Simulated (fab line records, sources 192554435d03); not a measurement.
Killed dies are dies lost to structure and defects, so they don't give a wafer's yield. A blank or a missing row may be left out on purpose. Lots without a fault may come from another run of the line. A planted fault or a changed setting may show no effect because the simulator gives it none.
Split-lot experiment | flow n5_finfet | 7 lots, 21 wafers read, on a route of 1938 steps

THE SPLIT
At N5_DUMMY_GATE_CVD_03 (deposits a-Si from SiH4, target thk 150 nm, time 8042 s), the setting temp_c was moved away from the recipe's 530 C on 18 of the 21 wafers read, by -2.1% to +4.0%. The other wafers ran this setting at the recipe's value.

The reading is taken at the split's own step.

THE READING
a-Si_of_DUMMY_GATE_CVD_03.thk_nm (the simulator's own value, which no gauge read), in nm, at N5_DUMMY_GATE_CVD_03 (deposits a-Si from SiH4, target thk 150 nm, time 8042 s). The file gives no usual value for it. The 3 wafers here that ran the recipe average 151.1 nm, standard deviation 0.5 nm.

wafer  | tool, chamber at the split | temp_c as run, C | against the recipe | a-Si_of_DUMMY_GATE_CVD_03.thk_nm, nm | against lot-mates on the recipe
L075.4 | -, -                       | 518.9            | -2.1%              | 109.6                                | no lot-mate on the recipe
L075.5 | -, -                       | 518.9            | -2.1%              | 110.4                                | no lot-mate on the recipe
L075.6 | -, -                       | 518.9            | -2.1%              | 111.6                                | no lot-mate on the recipe
L076.1 | lpcvd-01, 0/65             | 530              | recipe             | 151.2                                | -
L076.3 | lpcvd-01, 0/75             | 530              | recipe             | 150.4                                | -
L076.6 | lpcvd-01, 0/89             | 530              | recipe             | 151.6                                | -
L077.1 | -, -                       | 538.3            | +1.6%              | 190.4                                | no lot-mate on the recipe
L077.2 | -, -                       | 538.3            | +1.6%              | 190                                  | no lot-mate on the recipe
L077.5 | -, -                       | 538.3            | +1.6%              | 190.6                                | no lot-mate on the recipe
L078.1 | -, -                       | 519.2            | -2.0%              | 109.8                                | no lot-mate on the recipe
L078.4 | -, -                       | 519.2            | -2.0%              | 111.6                                | no lot-mate on the recipe
L078.5 | -, -                       | 519.2            | -2.0%              | 111.6                                | no lot-mate on the recipe
L092.3 | -, -                       | 551.2            | +4.0%              | 268.8                                | no lot-mate on the recipe
L092.5 | -, -                       | 551.2            | +4.0%              | 268.8                                | no lot-mate on the recipe
L092.4 | -, -                       | 551.2            | +4.0%              | 269                                  | no lot-mate on the recipe
L095.3 | -, -                       | 548.5            | +3.5%              | 253.4                                | no lot-mate on the recipe
L095.4 | -, -                       | 548.5            | +3.5%              | 252                                  | no lot-mate on the recipe
L095.5 | -, -                       | 548.5            | +3.5%              | 250.8                                | no lot-mate on the recipe
L096.1 | -, -                       | 550.7            | +3.9%              | 264.6                                | no lot-mate on the recipe
L096.4 | -, -                       | 550.7            | +3.9%              | 264.6                                | no lot-mate on the recipe
L096.2 | -, -                       | 550.7            | +3.9%              | 263.2                                | no lot-mate on the recipe

THE FIT
A straight line over all 21 wafers: a-Si_of_DUMMY_GATE_CVD_03.thk_nm changes by +26 nm for each +1% of temp_c; r = +1.00; the points scatter about the line by 6.4 nm.
Too few moved wafers have a lot-mate on the recipe to fit a line with each lot's own level taken away.

THE WHOLE CHAIN: every reading that the file lists as answering this split, in the file's order
step                 | what it does                                            | reading                                                                           | change (the file's fit)              | r (the file's)
N5_DUMMY_GATE_CVD_03 | deposits a-Si from SiH4, target thk 150 nm, time 8042 s | a-Si_of_DUMMY_GATE_CVD_03.thk_nm (the simulator's own value, which no gauge read) | +26 nm for each +1% of the setting   | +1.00
N5_DUMMY_GATE_CMP_04 | polishes a-Si                                           | time_to_endpoint_s                                                                | withheld for each +1% of the setting | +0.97

THE FILE'S OWN FIT
a-Si_of_DUMMY_GATE_CVD_03.thk_nm changes by +26 nm for each +1% of temp_c, r = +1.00.
